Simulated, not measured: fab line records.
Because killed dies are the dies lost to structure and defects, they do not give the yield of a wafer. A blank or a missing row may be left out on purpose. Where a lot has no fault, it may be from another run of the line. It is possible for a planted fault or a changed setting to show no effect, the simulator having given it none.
Struck lot and sound lot, side by side ; flow n5 finfet ; 14 out of 1938 route steps
Sound: the wafers L369.2, L369.4, L369.6. Struck: wafers L374.1, L374.3, L374.4. The cause comes at the end.
For every step that has rows: the tool of each side, followed by ch and its chambers, followed by its first start. Under that, the readings that differ: sound wafers ; struck wafers ; difference of the means ; sigmas: that difference in standard deviations of wafers without a fault.
alike: readings whose means differ by less than 2 such deviations, and words and numbers that are the same on both sides. not compared: withheld readings, readings that some wafer has no value for, bounds like >300 that may hide the same value, and numbers for which the record gives no deviation and whose values overlap.
The two part at a step that has a row with sigmas, a row that says differs or no value, or rows on one side only. When numbers do not overlap yet have no deviation, they are printed without sigmas and do not part them. Lack of a reading on every wafer of one side parts them only where that side has two or more wafers.

first, 3 steps without rows for these wafers: N5_SD_EPI_P_PRECLEAN_51 (cleans in NF3:NH3, afs cycles 1, time 20 s, sublimation time 60 s); N5_SD_EPI_P_VAPOR_ETCH_44 (etches SiGe30 in NF3/Ar, time 3.3 s); N5_SD_EPI_P_EPI_21 (deposits SiGe:B, time 355 s).
N5_SD_EPI_P_EPI_MEAS_23:
  sound on film metro-02, day 5 00:19; struck on film metro-01, day 6 03:40
  alike: thk nm
then, 6 steps without rows for these wafers: N5_SD_EPI_P_HM_STRIP_48 (strips SiNx in H3PO4, material SiNx, target depth 3 nm); N5_SD_EPI_P_SRD_49 (time 30 s); N5_SD_EPI_P_PRECLEAN_24 (cleans in O3/DIW, time 45 s); N5_SD_EPI_P_PRECLEAN_32 (cleans in dHF, time 10 s); N5_SD_EPI_P_PRECLEAN_33 (cleans in SC2, time 45 s); N5_SD_EPI_P_SRD_25 (time 30 s).
N5_SD_EPI_P_INSPECT_26: inspects for defects (darkfield).
  sound on defect inspect-02, day 5 00:29; struck on defect inspect-01, day 6 03:50
  alike: raw defect count
N5_SD_ACTIVATION_RTA_00: time 0 s.
  sound on rtp anneal-01 ch 0, day 5 00:37; struck on rtp anneal-02 ch 0, day 6 03:52
reading;sound;struck;difference;sigmas
lamp power pct (%);8.88 8.85 8.91;9.00 8.97 8.99;+0.11;+2
  alike: wafer_temp_C_max
N5_SD_ACTIVATION_LSA_01: time 0.0008 s.
  sound on laser anneal-02 ch 0, day 5 00:50; struck on laser anneal-02 ch 0, day 6 04:04
reading;sound;struck;difference;sigmas
wafer_temp_C_max;1085.7 1083.9 1085.9;1006.4 1006.9 1008.0;-78.1;-52
-- record jumps: 10 days separate the struck wafers' starts on either side; left off in module SD_ACTIVATION, taken up again in module PASSIVATION, whose first shown step is the route's number 1936 --
N5_PASSIVATION_PROBE_49:
  rows exist in the record for the struck wafers here (prober-02, day 16 05:01), but not for the sound ones

WHERE THEY PART
Earliest at N5_SD_ACTIVATION_RTA_00; latest, in this record, at N5_PASSIVATION_PROBE_49.

WHY: what the simulator had put in
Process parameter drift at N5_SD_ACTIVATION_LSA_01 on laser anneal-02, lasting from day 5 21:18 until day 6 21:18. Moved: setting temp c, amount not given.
